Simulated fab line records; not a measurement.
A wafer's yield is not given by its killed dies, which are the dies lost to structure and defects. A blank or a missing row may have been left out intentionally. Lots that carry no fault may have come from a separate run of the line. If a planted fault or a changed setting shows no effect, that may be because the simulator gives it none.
Comparing a struck lot with a sound one    flow n5_finfet    37 steps out of a route of 1938
Sound: wafers L311.2, L311.3, L311.5. Struck: wafers L310.5, L310.6 (left out: L310.2, a lot-mate that was not struck); the cause follows at the end.
Per side, at each step with rows, come the tool, then ch with its chambers, and then its first start. Under that, the readings that differ: sound wafers    struck wafers    difference of the means    sigmas: that difference in standard deviations of wafers without a fault.
alike: readings whose means differ by less than 2 such deviations, and words and numbers that are the same on both sides. not compared: withheld readings, readings that some wafer has no value for, bounds like >300 that may hide the same value, and numbers for which the record gives no deviation and whose values overlap.
The two part at a step that has a row with sigmas, a row that says differs or no value, or rows on one side only. When numbers do not overlap yet have no deviation, they are printed without sigmas and do not part them. A reading missing from all wafers of one side parts the sides only when that side holds two or more wafers.

first, 9 steps without rows for these wafers: N5_BEOL_M5_ANNEAL_89 (time 1800 s); N5_BEOL_M5_SPUTTER_90 (material Cu, target thk 4.5 nm, time 8.29 s); N5_BEOL_M5_ECD_50 (material Cu, target thk 300 nm); N5_BEOL_M5_ANNEAL_51 (time 90 s); N5_BEOL_M5_CMP_52 (polishes, stops on SiCOH lowk, t overpolish 6.9 s, target thk 62 nm); N5_BEOL_M5_PRE_CLEAN_77 (time 15 s); N5_BEOL_M5_CO_CAP_78 (material Co, precursor CCTBA/H2, target thk 2 nm, time 102.1 s); N5_BEOL_M5_PRE_CLEAN_55 (time 15 s); N5_BEOL_M5_DEP_56 (deposits SiCN from 3MS/NH3, target thk 8 nm, time 14 s).
N5_BEOL_M6_ILD_DEP_00: deposits SiCOH lowk from DEMS/porogen, target thk 179.75 nm, time 33.4 s.
  sound on pecvd-02 ch 0,2, day 8 17:38; struck on pecvd-02 ch 1,2, day 9 01:09
reading                                             sound          struck       difference  sigmas
model.SiCOH_lowk_of_BEOL_M6_ILD_DEP_00.thk_nm (nm)  176 175.6 179  203.6 208.2  +29.0       
  alike: heater_power_w, showerhead_plenum_p_Torr, throttle_valve_pct
  not compared: since_wet_clean_h
then, 1 step without rows for these wafers: N5_BEOL_M6_CURE_74 (cures SiCOH lowk, time 240 s).
N5_BEOL_M6_THK_MEAS_01:
  struck on film_metro-02, day 9 01:44; sound on film_metro-02, day 8 18:13
reading          sound              struck       difference  sigmas
M6_ILD_THK (nm)  151.7 151.4 154.3  176.0 180.1  +25.6       +11
then, 23 steps without rows for these wafers: N5_BEOL_M6_PECVD_70 (deposits SiO2 from TEOS/O2, target thk 20 nm, time 22.7 s); N5_BEOL_M6_HM_DEP_02 (deposits TiN, target thk 20 nm); N5_BEOL_M6_COAT_59 (time 60 s, resist thk 100 nm); N5_BEOL_M6_COAT_60 (time 60 s, resist thk 35 nm); N5_BEOL_M6_COAT_05 (resist thk 90 nm); N5_BEOL_M6_EBR_07; N5_BEOL_M6_SOFTBAKE_06 (time 60 s); N5_BEOL_M6_EXPOSE_08 (exposes mask M6); N5_BEOL_M6_PEB_09 (peb time 60 s); N5_BEOL_M6_DEVELOP_10 (develop time 30 s); N5_BEOL_M6_DESCUM_16 (chemistry O2, time 7.9 s); N5_BEOL_M6_ETCH_61 (etches SiARC in CF4, target depth 45.5 nm, time 75.8 s); N5_BEOL_M6_ETCH_62 (etches SOC in N2/H2, target depth 110 nm, overetch 22 nm, time 165 s); N5_BEOL_M6_STRIP_68 (strips in N2/H2); N5_BEOL_M6_STRIP_67 (strips in CF4); N5_BEOL_M6_HM_OPEN_17 (chemistry Cl2/BCl3, target TiN, target depth 20 nm, overetch 6 nm); N5_BEOL_M6_STRIP_19 (strips in O2); N5_BEOL_M6_COAT_63 (time 60 s, resist thk 60 nm); N5_BEOL_M6_COAT_64 (time 60 s, resist thk 12 nm); N5_BEOL_M6_COAT_71 (time 60 s, resist thk 5 nm); N5_BEOL_M6_COAT_22 (resist thk 30 nm); N5_BEOL_M6_EBR_24; N5_BEOL_M6_SOFTBAKE_23 (time 60 s).
N5_BEOL_M6_CMP_52: polishes, stops on SiCOH lowk, t overpolish 6.9 s, target thk 80 nm.
  sound on cmp-03 ch 0,3, day 9 02:08; struck on cmp-04 ch 0,1, day 9 10:15
reading                                             sound              struck       difference  sigmas
model.SiCOH_lowk_of_BEOL_M6_ILD_DEP_00.thk_nm (nm)  148.8 148.4 151.4  172.8 176.8  +25.3       
  alike: head_pressure_psi, motor_current_A
-- record jumps: 4 days separate the struck wafers' starts on either side; left off in module BEOL_M6, taken up again in module PASSIVATION, whose first shown step is the route's number 1936 --
N5_PASSIVATION_PROBE_49:
  struck on prober-02, day 12 23:38; sound on prober-01, day 12 12:46
  alike: defect_limited_yield, killed_at_M0_to_M3, killed_at_M4_up, killed_at_contacts, killed_at_front_end, killed_at_other, killed_dies, killed_open, killed_short, sort_bin_4_leakage, sort_bin_5_function, sort_bin_6_memory, sort_n_pass, sort_yield_pct

## WHERE THEY PART
At N5_BEOL_M6_THK_MEAS_01 and nowhere else, as far as this record goes. Later steps at which nothing parts them and some readings are alike: N5_BEOL_M6_CMP_52, N5_PASSIVATION_PROBE_49.

WHY: whatever the simulator had introduced
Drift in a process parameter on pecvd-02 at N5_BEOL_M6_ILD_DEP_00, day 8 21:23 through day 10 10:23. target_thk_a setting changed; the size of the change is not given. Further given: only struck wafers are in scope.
